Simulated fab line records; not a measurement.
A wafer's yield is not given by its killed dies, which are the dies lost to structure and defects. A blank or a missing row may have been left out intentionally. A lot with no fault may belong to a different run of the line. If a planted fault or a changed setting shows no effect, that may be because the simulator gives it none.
Struck lot and sound lot, side by side | flow nandHarc | 39 out of 1302 route steps
Sound: these wafers, L153.2, L153.3, L153.4. Wafers L168.2, L168.3, L168.5 were the ones struck. Last of all comes the cause.
Per side, at each step with rows, come the tool, then ch with its chambers, and then its first start. Under that, the readings that differ: sound wafers | struck wafers | difference of the means | sigmas: that difference in standard deviations of wafers without a fault.
alike: readings with means less than 2 such deviations apart, plus words and numbers identical on both sides. not compared: withheld readings, readings lacking a value on some wafer, bounds such as >300 that could conceal the same value, and numbers that have no deviation in the record and whose values overlap.
A row with sigmas, a row that says differs or no value, or rows on one side alone: a step with any of these is where the two part. Non-overlapping numbers with no deviation appear without sigmas and do not part them. Lack of a reading on every wafer of one side parts them only where that side has two or more wafers.

first, 1 step without rows for these wafers: NHARC_A_STAIRCASE_TRIM_16 (chemistry O2, time 211.2 s).
NHARC_A_STAIRCASE_ETCH_17: etches the open film in C4F8/O2, target depth 100 nm, time 40.5 s.
  sound: rieDiel-04 ch 1,2,3; struck: rieDiel-04 ch 0,1,3
  alike: oesProductAu, rfVppV
  not compared: rfHoursCounterH
then, 4 steps without rows for these wafers: NHARC_A_STAIRCASE_TRIM_18 (chemistry O2, time 211.2 s); NHARC_A_STAIRCASE_ETCH_19 (etches the open film in C4F8/O2, target depth 100 nm, time 40.5 s); NHARC_A_STAIRCASE_TRIM_20 (chemistry O2, time 211.2 s); NHARC_A_STAIRCASE_ETCH_21 (etches the open film in C4F8/O2, target depth 100 nm, time 40.5 s).
NHARC_A_STAIRCASE_TRIM_22: chemistry O2, time 211.2 s.
  sound: rieDiel-05 ch 1,2,3; struck: rieDiel-10 ch 0,1,2
  alike: drypumpMotorCurrentA, oesProductAu, rfVppV, showerheadPlenumPTorr, throttleValvePct
  not compared: rfHoursCounterH
then, 4 steps without rows for these wafers: NHARC_A_STAIRCASE_ETCH_23 (etches the open film in C4F8/O2, target depth 100 nm, time 40.5 s); NHARC_A_STAIRCASE_TRIM_24 (chemistry O2, time 211.2 s); NHARC_A_STAIRCASE_ETCH_25 (etches the open film in C4F8/O2, target depth 100 nm, time 40.5 s); NHARC_A_STAIRCASE_TRIM_26 (chemistry O2, time 211.2 s).
NHARC_A_STAIRCASE_ETCH_27: etches the open film in C4F8/O2, target depth 100 nm, time 40.5 s.
  sound on rieDiel-05 ch 1,2,3, day 15 12:53; struck on rieDiel-10 ch 1,2,3, day 21 14:58
  alike: oesProductAu, rfVppV
  not compared: rfHoursCounterH
then, 14 steps without rows for these wafers: NHARC_A_STAIRCASE_STRIP_175 (strips in O2); NHARC_A_STAIRCASE_STRIP_148 (strips in SPM, time 900 s); NHARC_A_STAIRCASE_PRECLEAN_149 (cleans in SC1); NHARC_A_STAIRCASE_SRD_150; NHARC_A_STAIRCASE_DEHYDRATE_176 (time 120 s); NHARC_A_STAIRCASE_HMDS_177 (time 30 s); NHARC_A_STAIRCASE_COAT_178; NHARC_A_STAIRCASE_SOFTBAKE_179 (time 170 s); NHARC_A_STAIRCASE_EBR_180; NHARC_A_STAIRCASE_EXPOSE_181 (exposes mask STAIR 2); NHARC_A_STAIRCASE_PEB_182 (peb time 130 s); NHARC_A_STAIRCASE_DEVELOP_183 (time 140 s); NHARC_A_STAIRCASE_HARDBAKE_185 (time 140 s); NHARC_A_STAIRCASE_DESCUM_186 (chemistry O2, time 3 s).
NHARC_A_STAIRCASE_TRIM_187: chemistry O2, time 211.2 s.
  sound on rieDiel-05 ch 0,2,3, day 15 14:40; struck on rieDiel-05 ch 1,2, day 21 16:43
  alike: drypumpMotorCurrentA, oesProductAu, rfVppV, showerheadPlenumPTorr, throttleValvePct
  not compared: rfHoursCounterH
then, 7 steps without rows for these wafers: NHARC_A_STAIRCASE_ETCH_188 (etches the open film in C4F8/O2, target depth 100 nm, time 40.5 s); NHARC_A_STAIRCASE_TRIM_189 (chemistry O2, time 211.2 s); NHARC_A_STAIRCASE_ETCH_190 (etches the open film in C4F8/O2, target depth 100 nm, time 40.5 s); NHARC_A_STAIRCASE_TRIM_191 (chemistry O2, time 211.2 s); NHARC_A_STAIRCASE_ETCH_192 (etches the open film in C4F8/O2, target depth 100 nm, time 40.5 s); NHARC_A_STAIRCASE_TRIM_193 (chemistry O2, time 211.2 s); NHARC_A_STAIRCASE_ETCH_194 (etches the open film in C4F8/O2, target depth 100 nm, time 40.5 s).
NHARC_A_STAIRCASE_TRIM_196: chemistry O2, time 211.2 s.
  sound on rieDiel-05 ch 0,2,3, day 15 15:41; struck on rieDiel-05 ch 0,1, day 21 17:44
reading              | sound                | struck               | difference | sigmas
throttleValvePct (%) | 17.051 17.054 17.045 | 17.024 17.037 17.029 | -0.020     | -2
  alike: drypumpMotorCurrentA, oesProductAu, rfVppV, showerheadPlenumPTorr
  not compared: rfHoursCounterH
then, 1 step without rows for these wafers: NHARC_A_STAIRCASE_ETCH_197 (etches the open film in C4F8/O2, target depth 100 nm, time 40.5 s).
NHARC_A_STAIRCASE_TRIM_198: chemistry O2, time 211.2 s.
  sound: rieDiel-05 ch 0,1,2; struck: rieDiel-05 ch 1,2
  alike: drypumpMotorCurrentA, oesProductAu, rfVppV, showerheadPlenumPTorr, throttleValvePct
  not compared: rfHoursCounterH
then, 1 step without rows for these wafers: NHARC_A_STAIRCASE_ETCH_199 (etches the open film in C4F8/O2, target depth 100 nm, time 40.5 s).
-- jump in the record: it breaks off in module A_STAIRCASE and resumes in module END (first step shown: number 1302 of the route), and 8 days separate the struck wafers' starts before and after --
NHARC_END_SORT_01:
  sound on prober-02 ch 0, day 23 21:58; struck on prober-01 ch 0, day 30 02:47
reading       | sound    | struck      | difference | sigmas
killedAtArray | 76 46 70 | 148 118 100 | +58        | +3
killedDies    | 85 50 74 | 151 120 101 | +54        | +3
  alike: killedAtOther, killedAtPeriphery, killedOpen, killedShort

## WHERE THEY PART
First at NHARC_A_STAIRCASE_TRIM_196; last, within this record, at NHARC_END_SORT_01.

WHY: whatever the simulator had introduced
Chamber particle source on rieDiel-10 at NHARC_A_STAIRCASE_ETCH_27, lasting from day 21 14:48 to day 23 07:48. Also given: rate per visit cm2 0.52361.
